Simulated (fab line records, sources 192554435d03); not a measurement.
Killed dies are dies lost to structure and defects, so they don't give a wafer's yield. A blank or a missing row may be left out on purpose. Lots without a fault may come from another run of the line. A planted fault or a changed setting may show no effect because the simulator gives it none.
Split-lot experiment | flow n5_finfet | 7 lots, 21 wafers read, on a route of 1938 steps

THE SPLIT
At N5_BEOL_M15_SPUTTER_44 (material Ta, target thk 15 nm, time 24.19 s), the setting power_w was moved away from the recipe's 15000 W on 5 of the 21 wafers read, by -15.8% to -10.1%. The other wafers ran this setting at the recipe's value.

The reading is taken at the split's own step.

THE READING
Ta_of_BEOL_M15_SPUTTER_44.thk_nm (the simulator's own value, which no gauge read), in nm, at N5_BEOL_M15_SPUTTER_44 (material Ta, target thk 15 nm, time 24.19 s). The file gives no usual value for it. The 16 wafers here that ran the recipe average 15.0 nm, standard deviation 0.32 nm.

wafer  | tool, chamber at the split | power_w as run, W | against the recipe | Ta_of_BEOL_M15_SPUTTER_44.thk_nm, nm | against lot-mates on the recipe
L081.2 | pvd_sputter-02, -          | 13090             | -12.7%             | 13                                   | -2.0
L081.4 | pvd_sputter-02, -          | 15000             | recipe             | 14.8                                 | -
L081.6 | pvd_sputter-02, -          | 15000             | recipe             | 15.2                                 | -
L082.4 | pvd_sputter-03, -          | 15000             | recipe             | 14.8                                 | -
L082.5 | pvd_sputter-03, -          | 13480             | -10.1%             | 13.4                                 | -1.4
L082.6 | pvd_sputter-03, -          | 13480             | -10.1%             | 13                                   | -1.8
L085.2 | pvd_sputter-02, -          | 12630             | -15.8%             | 12.4                                 | -2.5
L085.3 | pvd_sputter-02, -          | 15000             | recipe             | 14.8                                 | -
L085.4 | pvd_sputter-02, -          | 15000             | recipe             | 15                                   | -
L086.1 | pvd_sputter-03, -          | 15000             | recipe             | 14.6                                 | -
L086.3 | pvd_sputter-03, -          | 15000             | recipe             | 14.6                                 | -
L086.5 | pvd_sputter-03, -          | 15000             | recipe             | 15                                   | -
L089.4 | pvd_sputter-03, -          | 15000             | recipe             | 14.8                                 | -
L089.5 | pvd_sputter-03, -          | 15000             | recipe             | 14.8                                 | -
L089.6 | pvd_sputter-03, -          | 12990             | -13.4%             | 12.6                                 | -2.2
L090.2 | pvd_sputter-03, -          | 15000             | recipe             | 14.8                                 | -
L090.3 | pvd_sputter-03, -          | 15000             | recipe             | 15.2                                 | -
L090.4 | pvd_sputter-03, -          | 15000             | recipe             | 15                                   | -
L097.4 | pvd_sputter-02, -          | 15000             | recipe             | 15.6                                 | -
L097.5 | pvd_sputter-02, -          | 15000             | recipe             | 15.8                                 | -
L097.6 | pvd_sputter-02, -          | 15000             | recipe             | 14.8                                 | -

THE FIT
A straight line over all 21 wafers: Ta_of_BEOL_M15_SPUTTER_44.thk_nm changes by +0.168 nm for each +1% of power_w; r = +0.95; the points scatter about the line by 0.31 nm.
The same after taking each lot's own level away (the mean of its wafers on the recipe; 21 wafers): +0.159 nm for each +1%; r = +0.97; scatter 0.22 nm.
On that fit, the largest move of power_w shifts the reading by 2.5 nm.
The lots' own levels span 14.73 to 15.40 nm, that is 2.1 times the standard deviation above.
So the lot-to-lot level changes the slope little: the two slopes agree.
Check: with one of the wafers moved furthest among these (-15.8%) left out of the fit, the line predicts -2.52 nm for it against its lot-mates. It came out at -2.5 nm against them.

THE FILE'S OWN FIT
Ta_of_BEOL_M15_SPUTTER_44.thk_nm changes by +0.159 nm for each +1% of power_w, r = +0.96.
